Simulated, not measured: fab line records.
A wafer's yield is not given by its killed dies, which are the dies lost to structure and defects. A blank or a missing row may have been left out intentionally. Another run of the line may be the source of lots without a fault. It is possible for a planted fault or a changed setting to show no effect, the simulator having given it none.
Matching of chambers ; flow nand-harc ; NHARC_A_STAIRCASE_DEP_151 on pecvd-01 has 3 sister chambers
The step deposits SiO2, target thk 7200 nm. 20 wafers are shown with their chamber, then 10 later ones without.

## WAFERS, EACH WITH ITS CHAMBER
wafer;chamber;heater-power-w (W)
L075.2;1;839
L075.3;0;607
L075.4;1;716
L078.2;2;792
L078.3;1;877
L078.5;0;545
L077.1;2;921
L077.4;0;554
L077.5;1;738
L076.1;2;878
L076.2;0;690
L076.3;1;814
L081.1;2;934
L081.2;1;758
L081.5;1;718
L085.2;0;673
L085.5;1;733
L085.6;2;735
L086.2;2;858
L086.4;2;725

SIGNATURES (means of the wafers above)
reading;chamber 0;chamber 1;chamber 2;scatter within a chamber
heater-power-w;613.80;774.12;834.71;71.7
Rule: for each reading, subtract the chamber's mean from the wafer's reading, divide by that reading's scatter and square the result; add these up over the readings and take the root, which gives the wafer's distance from the chamber. If the next closest chamber is less than 2 further off than the closest, the wafer can't be placed; otherwise it belongs to the closest. The scatter: take each reading less its chamber's mean, square it, sum over the shown wafers, divide by the number of wafers less the number of chambers, and take the root.

## WAFERS MISSING THEIR CHAMBER
wafer;heater-power-w (W)
L086.5;533
L089.1;801
L089.3;680
L089.4;529
L096.1;848
L096.5;532
L096.6;759
L097.1;771
L097.2;673
L097.6;733

## CHAMBER TAKEN BY EACH
wafer;from the rows above;in truth
L086.5;0;0
L089.1;can't be placed: 1 or 2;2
L089.3;can't be placed: 0 or 1 or 2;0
L089.4;0;0
L096.1;can't be placed: 2 or 1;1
L096.5;0;0
L096.6;can't be placed: 1 or 2 or 0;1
L097.1;can't be placed: 1 or 2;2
L097.2;can't be placed: 0 or 1 or 2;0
L097.6;can't be placed: 1 or 2 or 0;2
Correct placement for 3 of the 10. These rows do not allow placing 7 (true chamber among the candidates in 7). Placed wrongly: 0.
